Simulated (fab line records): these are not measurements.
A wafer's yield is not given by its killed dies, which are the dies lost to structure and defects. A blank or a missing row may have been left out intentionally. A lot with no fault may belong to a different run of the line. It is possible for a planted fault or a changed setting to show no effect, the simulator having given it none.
8D (eight disciplines) problem report, filled in by code -- flow n5_finfet -- the parts of the form that need people (team, actions taken, sign-off) are left out

1. THE PROBLEM
Mean of run_length_s at N5_BEOL_M6_CVD_78: 168.1 s across 2 wafers in 2 lots; on wafers with no fault it is 165.0 s (standard deviation 0.46). Relative to the usual mean, that is a shift of +6.6 standard deviations.
The step: deposits Co from CCTBA/H2, target thk 2 nm, time 142.3 s.
Seen first at day 12 11:41 on cvd_co-01, wafer L806.2. At this step, 34 wafers from 12 lots have a number in the record. By rule, "out" or "out of limits" means more than 4 standard deviations away from the usual mean. Any other wafer with a number is counted as sound.

2. WHAT THIS IS AND IS NOT
question,is,is not
which readings at this step,run_length_s,-
which lots,"L806, L812","L793, L794, L796, L798, L799, L803, L804, L805, L815, L816"
which wafers of those lots,"L806.2, L812.2","L806.1, L806.4, L812.3"
read on which tools,cvd_co-01,cvd_co-02
when,from day 12 11:41,"up to then (25 sound wafers); but 7 sound wafers of L812, L815, L816 came after"

3. SUSPECTS, AND WHAT RULES EACH OUT
Counting: any tool at a process step up to the reading remains a suspect provided it ran every lot that is out. Sound lots after the first of them don't rule it out here, since some wafers of a struck lot are sound.
- cvd_co-01 at N5_BEOL_M6_CVD_78 (deposits Co from CCTBA/H2, target thk 2 nm, time 142.3 s): kept. Ran every lot that is out, first one L806 (day 12 11:41); last sound lot up to then L804 (day 11 16:08). Out on those wafers are its own readings of run_length_s.
Remaining after the count: cvd_co-01 at N5_BEOL_M6_CVD_78.

4. THE CAUSE (what the simulator had put in)
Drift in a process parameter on cvd_co-01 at N5_BEOL_M6_CVD_78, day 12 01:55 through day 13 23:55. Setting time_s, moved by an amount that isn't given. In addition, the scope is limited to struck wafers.
Counting left only this tool.

5. THE EFFECT CHAIN, in route order
Rows list readings where the struck wafers' mean (over those with a number) sits beyond 3 standard deviations from the usual. Only readings whose record carries a usual standard deviation are examined. hours: median over the lots of the time between each lot's start at the first step of this table that gives one and its start at this step. sigmas: the change, counted in usual standard deviations.
hours,step,reading,usual,on struck wafers,change,sigmas
0,N5_BEOL_M6_CVD_78,run_length_s,165.0 s,168.1,+3.1,+6.6
Its process steps:
- N5_BEOL_M6_CVD_78: deposits Co from CCTBA/H2, target thk 2 nm, time 142.3 s.
Later steps that measure or inspect, where all struck wafers having a row at the step show a number for every such reading and not one has moved that far: N5_BEOL_M6_THK_MEAS_53.

6. WHAT WOULD HAVE CAUGHT IT SOONER
In this record no reading fell out of limits until day 12 11:41, 10 hours after the fault had begun at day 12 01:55.
